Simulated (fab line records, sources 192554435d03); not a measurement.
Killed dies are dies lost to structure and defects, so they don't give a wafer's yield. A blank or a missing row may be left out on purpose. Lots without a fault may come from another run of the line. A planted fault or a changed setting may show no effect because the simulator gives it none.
Chamber matching | flow n5_finfet | N5_FIN_CUT_CUT_ETCH_27 on rie_diel-01: 4 sister chambers
The step etches SiO2 in CHF3/O2, target depth 4 nm, overetch 2 nm, time 4.9 s. 8 wafers are shown with their chamber, then 7 later ones without.

WAFERS WITH THEIR CHAMBER
wafer  | chamber | drypump_motor_current_A (A) | rf_vpp_V (V)
L082.5 | 3       | 5.4                         | 536
L086.4 | 2       | 5.7                         | 527
L086.6 | 0       | 6.4                         | 516
L090.3 | 1       | 5.8                         | 512
L090.4 | 2       | 5.7                         | 526
L090.6 | 1       | 5.8                         | 511
L095.2 | 3       | 5.4                         | 537
L095.3 | 0       | 6.5                         | 516

WAFERS WITHOUT THEIR CHAMBER
wafer  | drypump_motor_current_A (A) | rf_vpp_V (V)
L095.4 | 5.7                         | 526
L096.1 | 6.5                         | 516
L096.3 | 5.7                         | 526
L096.5 | 5.7                         | 527
L097.1 | 5.7                         | 526
L097.2 | 6.4                         | 515
L097.3 | 5.8                         | 513

WHICH CHAMBER EACH WENT THROUGH
wafer  | from the rows above | in truth
L095.4 | 2                   | 2
L096.1 | 0                   | 0
L096.3 | 2                   | 2
L096.5 | 2                   | 2
L097.1 | 2                   | 2
L097.2 | 0                   | 0
L097.3 | 1                   | 1
Placed correctly: 7 of 7. Can't be placed from these rows: 0. Placed wrongly: 0.
How it was worked out, from the rows above alone: a wafer's distance from a chamber is the root of the sum, over the readings, of the square of ((its reading less the chamber's mean) divided by the reading's scatter). The wafer belongs to the nearest chamber; if the next one is less than 2 further off, it can't be placed. A chamber's mean is the mean of its shown wafers. The scatter: the root of (the sum of the squares of (reading less its chamber's mean) over the shown wafers, divided by (wafers less chambers)).
